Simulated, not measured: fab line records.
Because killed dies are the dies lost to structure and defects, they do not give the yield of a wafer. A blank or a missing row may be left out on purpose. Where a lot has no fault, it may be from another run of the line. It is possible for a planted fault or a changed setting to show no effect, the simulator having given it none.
Matching of chambers / flow n5_finfet / N5_BEOL_M0_SAQP_ETCH_101 on rie_diel-05: 4 sister chambers
The step etches SiNx in CH3F/O2, target depth 29.9 nm, time 42.7 s. 16 wafers are shown with their chamber, then 8 later ones without.

EACH WAFER AND ITS CHAMBER
wafer=L079.2; chamber=1; throttle_valve_pct (%)=16.12; rf_vpp_V (V)=290; drypump_motor_current_A (A)=5.7
wafer=L079.4; chamber=0; throttle_valve_pct (%)=16.41; rf_vpp_V (V)=305; drypump_motor_current_A (A)=5.9
wafer=L079.6; chamber=1; throttle_valve_pct (%)=16.11; rf_vpp_V (V)=290; drypump_motor_current_A (A)=5.6
wafer=L081.1; chamber=0; throttle_valve_pct (%)=16.41; rf_vpp_V (V)=304; drypump_motor_current_A (A)=5.8
wafer=L081.2; chamber=1; throttle_valve_pct (%)=16.15; rf_vpp_V (V)=290; drypump_motor_current_A (A)=5.6
wafer=L081.5; chamber=2; throttle_valve_pct (%)=16.10; rf_vpp_V (V)=289; drypump_motor_current_A (A)=5.9
wafer=L080.4; chamber=3; throttle_valve_pct (%)=16.52; rf_vpp_V (V)=298; drypump_motor_current_A (A)=6.4
wafer=L080.5; chamber=1; throttle_valve_pct (%)=16.12; rf_vpp_V (V)=290; drypump_motor_current_A (A)=5.7
wafer=L080.6; chamber=2; throttle_valve_pct (%)=16.10; rf_vpp_V (V)=288; drypump_motor_current_A (A)=5.9
wafer=L083.1; chamber=3; throttle_valve_pct (%)=16.54; rf_vpp_V (V)=297; drypump_motor_current_A (A)=6.4
wafer=L083.3; chamber=2; throttle_valve_pct (%)=16.09; rf_vpp_V (V)=288; drypump_motor_current_A (A)=5.9
wafer=L083.5; chamber=0; throttle_valve_pct (%)=16.39; rf_vpp_V (V)=305; drypump_motor_current_A (A)=5.9
wafer=L085.1; chamber=3; throttle_valve_pct (%)=16.54; rf_vpp_V (V)=299; drypump_motor_current_A (A)=6.4
wafer=L085.4; chamber=2; throttle_valve_pct (%)=16.11; rf_vpp_V (V)=289; drypump_motor_current_A (A)=5.9
wafer=L085.5; chamber=0; throttle_valve_pct (%)=16.41; rf_vpp_V (V)=303; drypump_motor_current_A (A)=5.8
wafer=L089.2; chamber=1; throttle_valve_pct (%)=16.14; rf_vpp_V (V)=290; drypump_motor_current_A (A)=5.6

SIGNATURES (means of the wafers above)
reading=throttle_valve_pct; chamber 0=16.4050; chamber 1=16.1280; chamber 2=16.1000; chamber 3=16.5333; scatter within a chamber=0.0124
reading=rf_vpp_V; chamber 0=304.25; chamber 1=290.00; chamber 2=288.50; chamber 3=298.00; scatter within a chamber=0.692
reading=drypump_motor_current_A; chamber 0=5.850; chamber 1=5.640; chamber 2=5.900; chamber 3=6.400; scatter within a chamber=0.0428
Rule: a wafer's distance from a chamber is the root of the sum, over the readings, of the square of ((its reading less the chamber's mean) divided by the reading's scatter). If the next closest chamber is less than 2 further off than the closest, the wafer can't be placed; otherwise it belongs to the closest. The scatter: the root of (the sum of the squares of (reading less its chamber's mean) over the shown wafers, divided by (wafers less chambers)).

WAFERS WITHOUT THEIR CHAMBER
wafer=L089.4; throttle_valve_pct (%)=16.13; rf_vpp_V (V)=290; drypump_motor_current_A (A)=5.9
wafer=L089.6; throttle_valve_pct (%)=16.42; rf_vpp_V (V)=302; drypump_motor_current_A (A)=5.8
wafer=L094.1; throttle_valve_pct (%)=16.44; rf_vpp_V (V)=305; drypump_motor_current_A (A)=5.8
wafer=L094.2; throttle_valve_pct (%)=16.17; rf_vpp_V (V)=289; drypump_motor_current_A (A)=5.7
wafer=L094.4; throttle_valve_pct (%)=16.16; rf_vpp_V (V)=291; drypump_motor_current_A (A)=5.7
wafer=L097.1; throttle_valve_pct (%)=16.18; rf_vpp_V (V)=291; drypump_motor_current_A (A)=5.7
wafer=L097.2; throttle_valve_pct (%)=16.47; rf_vpp_V (V)=302; drypump_motor_current_A (A)=5.8
wafer=L097.6; throttle_valve_pct (%)=16.58; rf_vpp_V (V)=298; drypump_motor_current_A (A)=6.4

WHICH CHAMBER EACH WENT THROUGH
wafer=L089.4; from the rows above=2; in truth=2
wafer=L089.6; from the rows above=0; in truth=0
wafer=L094.1; from the rows above=0; in truth=0
wafer=L094.2; from the rows above=1; in truth=1
wafer=L094.4; from the rows above=1; in truth=1
wafer=L097.1; from the rows above=1; in truth=1
wafer=L097.2; from the rows above=0; in truth=0
wafer=L097.6; from the rows above=3; in truth=3
Correct placement for 8 of the 8. Can't be placed from these rows: 0. Number placed wrongly: 0.
